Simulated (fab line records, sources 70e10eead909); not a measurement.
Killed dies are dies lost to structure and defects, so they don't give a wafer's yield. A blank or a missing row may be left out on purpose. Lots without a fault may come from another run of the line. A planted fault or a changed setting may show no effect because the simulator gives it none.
Chamber matching | flow nand_harc | NHARC_THIN_TSV_DESCUM_35 on rie_diel-08: 4 sister chambers
The step chemistry O2, time 3 s. 8 wafers are shown with their chamber, then 7 later ones without.

WAFERS WITH THEIR CHAMBER
wafer  | chamber | throttle_valve_pct (%) | oes_product_au (a.u.)
L655.2 | 0       | 11.303                 | 1.005
L655.3 | 2       | 11.310                 | 1.009
L655.5 | 3       | 11.315                 | 0.998
L660.1 | 2       | 11.313                 | 1.003
L660.2 | 1       | 11.308                 | 0.997
L660.4 | 3       | 11.324                 | 0.997
L658.1 | 1       | 11.322                 | 1.007
L658.3 | 0       | 11.309                 | 1.017

WAFERS WITHOUT THEIR CHAMBER
wafer  | throttle_valve_pct (%) | oes_product_au (a.u.)
L658.6 | 11.314                 | 1.016
L667.1 | 11.318                 | 1.015
L667.3 | 11.306                 | 1.011
L667.4 | 11.302                 | 0.986
L669.1 | 11.295                 | 1.001
L669.2 | 11.306                 | 0.999
L669.4 | 11.309                 | 1.030

WHICH CHAMBER EACH WENT THROUGH
wafer  | from the rows above               | in truth
L658.6 | can't be placed: 0 or 2 or 1 or 3 | 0
L667.1 | can't be placed: 2 or 0 or 1 or 3 | 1
L667.3 | can't be placed: 0 or 2           | 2
L667.4 | can't be placed: 3 or 1 or 2 or 0 | 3
L669.1 | can't be placed: 0 or 2 or 1 or 3 | 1
L669.2 | can't be placed: 2 or 1 or 0 or 3 | 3
L669.4 | can't be placed: 0 or 2 or 1      | 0
Placed correctly: 0 of 7. Can't be placed from these rows: 7 (the true chamber is among the candidates in 7). Placed wrongly: 0.
How it was worked out, from the rows above alone: a wafer's distance from a chamber is the root of the sum, over the readings, of the square of ((its reading less the chamber's mean) divided by the reading's scatter). The wafer belongs to the nearest chamber; if the next one is less than 2 further off, it can't be placed. A chamber's mean is the mean of its shown wafers. The scatter: the root of (the sum of the squares of (reading less its chamber's mean) over the shown wafers, divided by (wafers less chambers)).
